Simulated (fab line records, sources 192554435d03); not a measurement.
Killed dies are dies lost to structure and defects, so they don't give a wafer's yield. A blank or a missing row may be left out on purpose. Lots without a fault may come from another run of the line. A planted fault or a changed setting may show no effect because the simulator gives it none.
fab line records | flow n5_finfet
record lots=12 wafers=36 last_day=18
route steps=1938 shown BEOL_M7@1320 BEOL_M15@1783 MIM_TOP_LITHO@1847 PASSIVATION@1936
lots that met no fault: from a run of the same line without faults
start_h: hours from the record's first day to the start of the lot's first wafer shown | wait_h: hours since the lot's step before | " the same as in the row above | L1.1+2: a row that stands for several wafers | - no value, or no start given | * or withheld: withheld | < > ~ a bound
route shown NAME@n: a module of which the file shows steps, and the number in the route of the first | usual: mean/standard deviation of fault-free wafers | same: alike in all rows | chamber/n: place in a boat | sites: the reading at each site | _std_site: their standard deviation | _edge_site: outer sites' mean less inner sites' | radius_mm: how far each site lies from the wafer's centre | mask NAME#n: copy n | behind: the tool/chamber that last shaped the wafer | hold: why the lot was held/for how many hours/how that ended | device: the transistor (n, p or np) that didn't switch | end of line: the same wafers' tests at the end of the route | a step without rows: its recipe alone | killed: dies lost to structure and defects at the first sort, not the wafer's yield | map: a wafer's dies, x killed, . not, _ none there
set.NAME: the setting as run; set.NAME@STEP: as run at that earlier step | model.NAME: the simulator's own value behind a step, which no gauge read
steps of the route over a sample of lots; a table a step, a row a wafer
services: from which hour (start_h, from the record's first day; less than 0 if before it) a tool's chamber was out of use, for how many hours, and why
## steps
# step N5_BEOL_M7_ALD_77
# recipe material=TaN target_thk_a=20 temp_c=275 ald_precursor_family=PDMAT ald_co_reactant=NH3 pressure_torr=3 carrier_flow_sccm=1500 pulse_time_s=2 purge_time_s=3 co_reactant_purge_time_s=2 co_reactant_pulse_time_s=3 ald_cycles=40 precursor_vessel_temp_c=75 precursor_vessel_pressure_torr=26.25 precursor_vessel_carrier_sccm=1000
# usual chamber_pressure_Torr=3.000/0.0069 heater_power_w=432/47 mfc_carrier_sccm=1499/5 precursor_vessel_pressure_torr=26.24/0.053 susceptor_temp_C=274.97/0.18
# columns lot.wafer tool chamber start_h wait_h chamber_pressure_Torr heater_power_w mfc_carrier_sccm precursor_vessel_pressure_torr susceptor_temp_C
L326.1 ald_metal-02 3 194.85 0.0 3.002 431 1493 26.29 274.98
L326.2 " 2 " " 3.006 456 1493 26.29 274.97
L326.6 " 3 " " 2.997 435 1505 26.27 275.03
L327.1 ald_metal-01 0 200.00 0.0 3.002 405 1494 26.25 275.16
L327.4 " 3 " " 3.006 421 1500 26.15 274.92
L327.5 " 1 " " 3.004 523 1497 26.19 274.89
L332.3 ald_metal-03 2 236.73 0.0 3.001 456 1500 26.29 274.94
L332.5 " 2 " " 2.997 456 1501 26.19 275.11
L332.6 " 3 " " 2.995 371 1502 26.09 275.06
L333.1 ald_metal-02 0 252.19 0.1 3.018 454 1494 26.24 274.91
L333.3 " 1 " " 2.999 387 1500 26.22 274.96
L333.5 " 1 " " 3.009 393 1496 26.23 275.04
L335.2 ald_metal-01 0 252.35 0.1 2.992 396 1498 26.22 275.14
L335.5 " 0 " " 2.990 404 1502 26.24 275.00
L335.6 " 1 " " 3.007 532 1505 26.26 274.96
L336.2 ald_metal-03 0 252.85 0.1 3.001 422 1501 26.24 275.19
L336.3 " 1 " " 3.001 481 1502 26.25 274.79
L336.6 " 2 " " 2.996 454 1503 26.35 274.64
L339.1 ald_metal-01 1 256.79 0.1 3.006 520 1487 26.29 274.99
L339.3 " 3 " " 2.994 414 1505 26.28 274.71
L339.5 " 2 " " 3.006 349 1505 26.25 275.00
L340.2 ald_metal-03 2 291.18 0.0 3.006 451 1498 26.20 274.64
L340.3 " 1 " " 3.004 485 1500 26.24 274.82
L340.5 " 1 " " 3.012 479 1497 26.17 274.79
L347.3 ald_metal-02 1 318.14 0.0 3.000 400 1500 26.21 275.21
L347.4 " 3 " " 3.001 423 1497 26.27 275.47
L347.5 " 3 " " 2.994 434 1495 26.23 275.06
L346.2 ald_metal-01 3 323.78 0.3 2.995 420 1504 26.30 274.88
L346.3 " 1 " " 2.983 508 1498 26.21 275.11
L346.5 " 1 " " 2.993 518 1497 26.27 274.92
L349.1 ald_metal-01 0 329.46 0.0 3.005 392 1500 26.21 275.12
L349.2 " 2 " " 3.004 357 1494 26.33 275.01
L349.3 " 1 " " 3.002 525 1497 26.24 274.65
L348.3 ald_metal-01 0 347.84 0.0 2.996 398 1495 26.19 274.84
L348.4 " 3 " " 3.010 409 1495 26.29 275.12
L348.5 " 0 " " 2.995 403 1494 26.25 275.01
# step N5_BEOL_M15_CD_MEAS_10
# recipe target_cd_nm=360 landing_energy_ev=500 detector=se_inlens polarity=opening
# usual cd_nm=359.8/1.5
# columns lot.wafer tool chamber start_h wait_h cd_nm
L326.1 cd_sem-03 0 249.78 - 357.4
L326.2 " 0 " " 358.6
L326.6 " 0 " " 357.8
L327.1 cd_sem-02 0 253.63 - 359.3
L327.4 " 0 " " 359.6
L327.5 " 0 " " 359.8
L332.3 cd_sem-03 0 289.98 - 358.9
L332.5 " 0 " " 357.8
L332.6 " 0 " " 358.4
L335.2 cd_sem-03 0 302.51 - 359.3
L335.5 " 0 " " 359.1
L335.6 " 0 " " 359.9
L339.1 cd_sem-02 0 308.95 - 361.7
L339.3 " 0 " " 362.6
L339.5 " 0 " " 361.6
L336.2 cd_sem-02 0 309.90 - 358.0
L336.3 " 0 " " 357.8
L336.6 " 0 " " 358.2
L333.1 cd_sem-03 0 310.25 - 359.7
L333.3 " 0 " " 359.6
L333.5 " 0 " " 360.2
L340.2 cd_sem-01 0 342.48 - 358.9
L340.3 " 0 " " 358.9
L340.5 " 0 " " 359.8
L347.3 cd_sem-02 0 372.04 - 359.1
L347.4 " 0 " " 358.2
L347.5 " 0 " " 358.3
L346.2 cd_sem-02 0 374.43 - 361.0
L346.3 " 0 " " 360.6
L346.5 " 0 " " 361.1
L349.1 cd_sem-03 0 384.15 - 361.2
L349.2 " 0 " " 362.8
L349.3 " 0 " " 361.3
L348.3 cd_sem-01 0 401.41 - 361.4
L348.4 " 0 " " 363.6
L348.5 " 0 " " 362.5
# step N5_MIM_TOP_LITHO_CD_MEAS_08
# recipe target_cd_nm=2000 landing_energy_ev=500 detector=se_inlens
# usual cd_nm=2000.4/1.4
# columns lot.wafer tool chamber start_h wait_h cd_nm
L326.1 cd_sem-02 0 258.69 - 1999.2
L326.2 " 0 " " 1999.8
L326.6 " 0 " " 1999.7
L327.1 cd_sem-03 0 261.94 - 2000.6
L327.4 " 0 " " 1999.0
L327.5 " 0 " " 1999.9
L332.3 cd_sem-03 0 305.34 - 2001.1
L332.5 " 0 " " 1998.6
L332.6 " 0 " " 1998.3
L335.2 cd_sem-03 0 312.31 - 1998.6
L335.5 " 0 " " 1998.7
L335.6 " 0 " " 1998.2
L339.1 cd_sem-03 0 319.69 - 2001.1
L339.3 " 0 " " 2000.3
L339.5 " 0 " " 2001.8
L336.2 cd_sem-01 0 322.17 - 2003.2
L336.3 " 0 " " 2000.3
L336.6 " 0 " " 2000.9
L333.1 cd_sem-03 0 323.36 - 2001.9
L333.3 " 0 " " 2001.1
L333.5 " 0 " " 2001.9
L340.2 cd_sem-01 0 353.18 - 1999.9
L340.3 " 0 " " 2001.2
L340.5 " 0 " " 2000.5
L347.3 cd_sem-03 0 382.14 - 1999.1
L347.4 " 0 " " 2000.8
L347.5 " 0 " " 2002.3
L346.2 cd_sem-03 0 382.36 - 1999.9
L346.3 " 0 " " 2001.4
L346.5 " 0 " " 2001.6
L349.1 cd_sem-02 0 393.67 - 1997.8
L349.2 " 0 " " 1997.5
L349.3 " 0 " " 2000.2
L348.3 cd_sem-02 0 409.85 - 1998.5
L348.4 " 0 " " 1998.2
L348.5 " 0 " " 1999.1
# step N5_MIM_TOP_LITHO_OVL_MEAS_11
# recipe points_per_wafer=44
# usual MIM_TOP_OVL=-3/5.6
# columns lot.wafer tool chamber start_h wait_h MIM_TOP_OVL[nm]
L326.1 overlay-01 0 258.72 0.0 -7
L326.2 " 0 " " 0
L326.6 " 0 " " 4
L327.1 overlay-01 0 261.97 0.0 -2
L327.4 " 0 " " -8
L327.5 " 0 " " 4
L332.3 overlay-02 0 305.37 0.0 -15
L332.5 " 0 " " -8
L332.6 " 0 " " -9
L335.2 overlay-01 0 312.34 0.0 -3
L335.5 " 0 " " -3
L335.6 " 0 " " -3
L339.1 overlay-02 0 319.72 0.0 9
L339.3 " 0 " " 13
L339.5 " 0 " " 13
L336.2 overlay-02 0 322.20 0.0 -7
L336.3 " 0 " " -7
L336.6 " 0 " " 3
L333.1 overlay-01 0 323.39 0.0 8
L333.3 " 0 " " -4
L333.5 " 0 " " 0
L340.2 overlay-02 0 353.21 0.0 -4
L340.3 " 0 " " -8
L340.5 " 0 " " -4
L347.3 overlay-02 0 382.16 0.0 -12
L347.4 " 0 " " 0
L347.5 " 0 " " -3
L346.2 overlay-01 0 382.39 0.0 -7
L346.3 " 0 " " -3
L346.5 " 0 " " -7
L349.1 overlay-02 0 393.70 0.0 -2
L349.2 " 0 " " 6
L349.3 " 0 " " 10
L348.3 overlay-02 0 409.88 0.0 0
L348.4 " 0 " " -8
L348.5 " 0 " " -6
# step N5_PASSIVATION_PROBE_49
# usual defect_limited_yield=91.1/1.3 killed_at_M0_to_M3=34/10 killed_at_M4_up=14/5.7 killed_at_contacts=12/5.9 killed_at_front_end=41/12 killed_at_other=4/3.1 killed_dies=105/15 killed_open=69/11 killed_short=35/7.8 sort_bin_5_function=5.3/0.81 sort_bin_6_memory=3.3/0.75 sort_n_pass=1075/15 sort_yield_pct=91.1/1.3
# same gross_dies=1180 killed_at_back_side=0 sort_bin_4_leakage[%]=0 sort_bin_8_speed[%]=0
# columns lot.wafer tool chamber start_h wait_h defect_limited_yield[%] killed_at_M0_to_M3 killed_at_M4_up killed_at_contacts killed_at_front_end killed_at_other killed_dies killed_open killed_short sort_bin_5_function[%] sort_bin_6_memory[%] sort_n_pass sort_yield_pct[%]
L333.1 prober-01 - 336.50 0.0 90.6 43 13 9 44 2 111 71 40 5.9 3.1 1069 90.6
L333.3 prober-01 - 336.60 0.1 78.5 35 156 19 42 2 254 70 39 14.3 3.9 926 78.5
L333.5 prober-01 - 336.70 0.2 79.5 31 155 25 28 3 242 65 36 13.6 3.7 938 79.5
# killed by level:class
L333.1 FIN_SAQP:geometric_particle:open=10 MOL_CONTACT_COAG:geometric_particle:open=8 FIN_SAQP:geometric_particle:short=7 GATE_CUT:geometric_particle:short=7 BEOL_M0_SAQP:geometric_particle:short=7 BEOL_M1:geometric_particle:open=7 BEOL_M3:geometric_particle:open=7 BEOL_M0_SAQP:geometric_particle:open=6
L333.3 BEOL_M7:unspecified=145 MOL_CONTACT_COAG:geometric_particle:open=17 FIN_SAQP:geometric_particle:short=14 BEOL_M0_SAQP:geometric_particle:short=8 FIN_SAQP:geometric_particle:open=7 STI_FIN_REVEAL:geometric_particle:open=6 BEOL_M1:geometric_particle:open=6 BEOL_M3:geometric_particle:open=6
L333.5 BEOL_M7:unspecified=141 MOL_CONTACT_COAG:geometric_particle:open=19 FIN_SAQP:geometric_particle:open=9 BEOL_M0_SAQP:geometric_particle:open=7 MOL_CONTACT_COAG:geometric_particle:short=6 BEOL_M1:geometric_particle:open=6 BEOL_M0_SAQP:geometric_particle:short=6 FIN_SAQP:geometric_particle:short=5
## services
# columns tool chamber start_h hours kind
ald_metal-03 - 206.09 6.0 pm
ald_metal-03 3 251.50 3.4 repair
ald_metal-02 - 337.25 14.0 pm
ald_metal-02 0 337.25 14.0 vent_cycle
ald_metal-02 1 337.25 14.0 vent_cycle
ald_metal-02 2 337.25 14.0 vent_cycle
ald_metal-02 3 337.25 14.0 vent_cycle
ald_metal-01 0 343.59 - calibration
## key
first_sign step=N5_PASSIVATION_PROBE_49 reading=killed_at_M4_up direction=up sigmas=25 usual=14 struck=156
effect step=N5_PASSIVATION_PROBE_49 reading=defect_limited_yield direction=down sigmas=9.3 usual=91.1 struck=79.0
more_kills_born_at N5_BEOL_M7_ALD_77@ald_metal-02=286
met_at N5_BEOL_M7_ALD_77
struck_lots L333
struck_wafers L333.3,L333.5
not_acting_at N5_BEOL_M15_CD_MEAS_10,N5_MIM_TOP_LITHO_CD_MEAS_08,N5_MIM_TOP_LITHO_OVL_MEAS_11
fault kind=chamber_particle_source tool=ald_metal-02 chamber=1 onset_h=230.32 steps=N5_BEOL_M7_ALD_77 rate_per_visit_cm2=1.3033 end_h=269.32
